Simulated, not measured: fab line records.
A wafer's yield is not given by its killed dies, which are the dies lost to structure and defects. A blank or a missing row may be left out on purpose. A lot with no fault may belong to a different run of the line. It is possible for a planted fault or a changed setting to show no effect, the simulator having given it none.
Matching of chambers	flow n5 finfet	rie diel-05 running N5_BEOL_M10_DESCUM_33: 4 sister chambers
The step chemistry O2, time 7.9 s. 4 wafers are shown with their chamber, then 7 later ones without.

## WAFERS, EACH WITH ITS CHAMBER
wafer	chamber	showerhead plenum p Torr (Torr)
L077.3	3	2.14
L085.4	0	1.95
L086.1	1	2.02
L086.2	2	1.92

## WAFERS MISSING THEIR CHAMBER
wafer	showerhead plenum p Torr (Torr)
L086.6	2.02
L090.1	2.14
L090.3	1.95
L090.5	2.01
L095.1	2.01
L095.2	2.20
L095.5	2.13

## THE CHAMBER EACH PASSED THROUGH
wafer	from the rows above	in truth
L086.6	1	1
L090.1	3	3
L090.3	can't be placed: 0 or 2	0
L090.5	1	1
L095.1	1	1
L095.2	3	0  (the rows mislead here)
L095.5	3	3
5 of 7 placed correctly. Cannot be placed on the basis of these rows: 1; the candidates contain the true chamber in 1. Wrongly placed: 1.
How it was worked out, from the rows above alone: a wafer's distance from a chamber is the root of the sum, over the readings, of the square of ((its reading less the chamber's mean) divided by the reading's scatter). If the next closest chamber is less than 2 further off than the closest, the wafer can't be placed; otherwise it belongs to the closest. Each chamber's mean is taken over the wafers shown for it. The scatter: root of mean squared gap, hidden wafer to nearest shown wafer, with one shown wafer a chamber.
